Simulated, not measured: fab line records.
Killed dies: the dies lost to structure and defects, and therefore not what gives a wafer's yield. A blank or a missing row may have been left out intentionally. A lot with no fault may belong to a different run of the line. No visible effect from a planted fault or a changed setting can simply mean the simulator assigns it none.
Struck lot and sound lot, side by side ; flow n5_finfet ; 26 out of 1938 route steps
Sound: wafers L166.3, L166.4, L166.6. Wafers L165.2, L165.3, L165.4 were the ones struck. The cause is named last.
At each step with rows: each side's tool, then ch and its chambers, then its first start. Under that, the readings that differ: sound wafers ; struck wafers ; difference of the means ; sigmas: that difference in standard deviations of wafers without a fault.
alike: same words and numbers on both sides, and readings whose means sit less than 2 such deviations apart. not compared: any withheld reading, any reading some wafer has no value for, any bound like >300 that may hide the same value, and any number with overlapping values for which the record gives no deviation.
The two part at a step that has a row with sigmas, a row that says differs or no value, or rows on one side only. Non-overlapping numbers with no deviation appear without sigmas and do not part them. A reading that every wafer of one side lacks parts them only if that side has two wafers or more.

first, 8 steps without rows for these wafers: N5_BEOL_M9_DEVELOP_10 (develop time 30 s); N5_BEOL_M9_DESCUM_16 (chemistry O2, time 7.9 s); N5_BEOL_M9_ETCH_61 (etches SiARC in CF4, target depth 39 nm, time 65 s); N5_BEOL_M9_ETCH_62 (etches SOC in N2/H2, target depth 110 nm, overetch 22 nm, time 165 s); N5_BEOL_M9_STRIP_68 (strips in N2/H2); N5_BEOL_M9_STRIP_67 (strips in CF4); N5_BEOL_M9_HM_OPEN_17 (chemistry Cl2/BCl3, target TiN, target depth 20 nm, overetch 6 nm); N5_BEOL_M9_STRIP_19 (strips in O2).
N5_BEOL_M9_COAT_63: time 60 s, resist thk 60 nm.
  sound on litho_track-02 ch 0, day 14 16:53; struck on litho_track-05 ch 0, day 14 08:34
reading;sound;struck;difference;sigmas
spin_speed_rpm (rpm);1499.6 1498.1 1497.8;1461.0 1460.5 1460.0;-38.0;-44
  alike: plate_temp_C
  not compared: model.SOC_of_BEOL_M9_COAT_63.thk_nm
then, 11 steps without rows for these wafers: N5_BEOL_M9_COAT_64 (time 60 s, resist thk 12 nm); N5_BEOL_M9_COAT_75 (time 60 s, resist thk 5 nm); N5_BEOL_M9_COAT_22 (resist thk 30 nm); N5_BEOL_M9_EBR_24; N5_BEOL_M9_SOFTBAKE_23 (time 60 s); N5_BEOL_M9_EXPOSE_25 (exposes mask V8); N5_BEOL_M9_PEB_26 (peb time 60 s); N5_BEOL_M9_DEVELOP_27 (develop time 30 s); N5_BEOL_M9_DESCUM_33 (chemistry O2, time 7 s); N5_BEOL_M9_ETCH_76 (etches underlayer in N2/H2, target depth 6.5 nm, time 5.2 s); N5_BEOL_M9_ETCH_65 (etches SiARC in CF4, target depth 15.6 nm, time 26 s).
N5_BEOL_M9_ETCH_66: etches SOC in N2/H2, target depth 80 nm, overetch 16 nm, time 120 s.
  sound on rie_diel-01 ch 0,2,3, day 14 17:22; struck on rie_diel-04 ch 0,1,3, day 14 09:05
reading;sound;struck;difference;sigmas
model.etch.depth_nm (nm);60.63 60.69 60.58;60.77 60.7 60.81;+0.13;
  alike: drypump_motor_current_A, oes_product_au, rf_vpp_V, showerhead_plenum_p_Torr, throttle_valve_pct
  not compared: rf_hours_counter_h
then, 2 steps without rows for these wafers: N5_BEOL_M9_STRIP_69 (strips in N2/H2); N5_BEOL_M9_STRIP_77 (strips in N2/H2).
N5_BEOL_M9_VIA_ETCH_34: etches SiCOH lowk in C4F6/O2, target depth 182.4 nm, time 68.4 s.
  sound on rie_diel-01 ch 0,2,3, day 14 17:28; struck on rie_diel-04 ch 0,1,3, day 14 09:11
  alike: drypump_motor_current_A, oes_product_au, rf_vpp_V, showerhead_plenum_p_Torr, throttle_valve_pct
  not compared: rf_hours_counter_h, model.SOC_of_BEOL_M9_COAT_63.thk_nm
then, 1 step without rows for these wafers: N5_BEOL_M9_STRIP_73 (strips in C4F6/O2).
-- a jump in the record: the struck wafers' starts before and after are 2 days apart (it breaks off in module BEOL_M9 and resumes in module PASSIVATION, where the first step shown is number 1936 of the route) --
N5_PASSIVATION_PROBE_49:
  the record has rows for the struck wafers here (prober-02, day 16 19:14) and none for the sound ones

== WHERE THEY PART ==
At N5_BEOL_M9_COAT_63 first; at N5_PASSIVATION_PROBE_49 last (within this record only).

WHY: the cause the simulator had injected
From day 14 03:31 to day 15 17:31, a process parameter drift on litho_track-05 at N5_BEOL_M9_COAT_63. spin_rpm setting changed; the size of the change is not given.
